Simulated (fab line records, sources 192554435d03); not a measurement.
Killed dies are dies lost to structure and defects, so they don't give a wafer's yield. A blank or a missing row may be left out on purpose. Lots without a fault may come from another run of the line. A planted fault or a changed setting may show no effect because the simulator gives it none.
A struck lot beside a sound one | flow n5_finfet | 14 steps out of a route of 1938
Sound: wafers L596.1, L596.2, L596.4. Struck: wafers L603.2, L603.4, L603.6. The cause comes at the end.
At each step with rows: each side's tool, then ch and its chambers, then its first start. Under that, the readings that differ: sound wafers | struck wafers | difference of the means | sigmas: that difference in standard deviations of wafers without a fault.
alike: readings whose means differ by less than 2 such deviations, and words and numbers that are the same on both sides. not compared: withheld readings, readings that some wafer has no value for, bounds like >300 that may hide the same value, and numbers for which the record gives no deviation and whose values overlap.
The two part at a step that has a row with sigmas, a row that says differs or no value, or rows on one side only. Numbers that don't overlap but have no deviation are shown without sigmas and don't part them. A reading that every wafer of one side lacks parts them only if that side has two wafers or more.

first, 2 steps without rows for these wafers: N5_BEOL_M3_STRIP_65 (strips in N2/H2); N5_BEOL_M3_STRIP_75 (strips in N2/H2).
N5_BEOL_M3_STRIP_66: strips in CF4.
  sound on rie_diel-05 ch 1,2,3, day 9 03:29; struck on rie_diel-03 ch 1,2, day 10 18:50
  reading                | sound             | struck            | difference | sigmas
  throttle_valve_pct (%) | 13.29 13.41 13.02 | 13.72 13.82 13.71 | +0.51      | +2
  alike: drypump_motor_current_A, oes_product_au, rf_vpp_V, showerhead_plenum_p_Torr
  not compared: rf_hours_counter_h
N5_BEOL_M3_HM_OPEN_17: chemistry Cl2/BCl3, target TiN, target depth 20 nm, overetch 6 nm.
  sound on rie_metal-01 ch 0,1, day 9 03:31; struck on rie_metal-02 ch 0,1, day 10 18:53
  alike: drypump_motor_current_A, oes_product_au, throttle_valve_pct
  not compared: rf_hours_counter_h
N5_BEOL_M3_STRIP_19: strips in O2.
  sound on rie_diel-05 ch 0,1,2, day 9 03:41; struck on rie_diel-03 ch 0,1,3, day 10 19:00
  alike: drypump_motor_current_A, oes_product_au, rf_vpp_V, showerhead_plenum_p_Torr, temp_c, throttle_valve_pct
  not compared: rf_hours_counter_h
N5_BEOL_M3_CD_MEAS_18: pitch 36 nm, target cd 18 nm.
  sound on cd_sem-03, day 9 03:46; struck on cd_sem-03, day 10 19:04
  alike: cd_nm
then, 6 steps without rows for these wafers: N5_BEOL_M3_COAT_67 (time 60 s, resist thk 60 nm); N5_BEOL_M3_COAT_68 (time 60 s, resist thk 12 nm); N5_BEOL_M3_COAT_76 (time 60 s, resist thk 5 nm); N5_BEOL_M3_COAT_22 (resist thk 30 nm); N5_BEOL_M3_EBR_24; N5_BEOL_M3_SOFTBAKE_23 (time 60 s).
N5_BEOL_M3_EXPOSE_25: exposes mask V2, defocus 5 nm.
  sound on euv_scanner-02 ch 0, day 9 03:56; struck on euv_scanner-02, day 10 19:22
  no value came back on the struck wafers for dipole_opening_deg (degrees), exposure_dose_mJ_cm2; on the sound wafers dipole_opening_deg (degrees) reads 30 30 30
  alike: mask
then, 1 step without rows for these wafers: N5_BEOL_M3_PEB_26 (peb time 60 s).

WHERE THEY PART
First at N5_BEOL_M3_STRIP_66; last, within this record, at N5_BEOL_M3_EXPOSE_25.

WHY: what the simulator had put in
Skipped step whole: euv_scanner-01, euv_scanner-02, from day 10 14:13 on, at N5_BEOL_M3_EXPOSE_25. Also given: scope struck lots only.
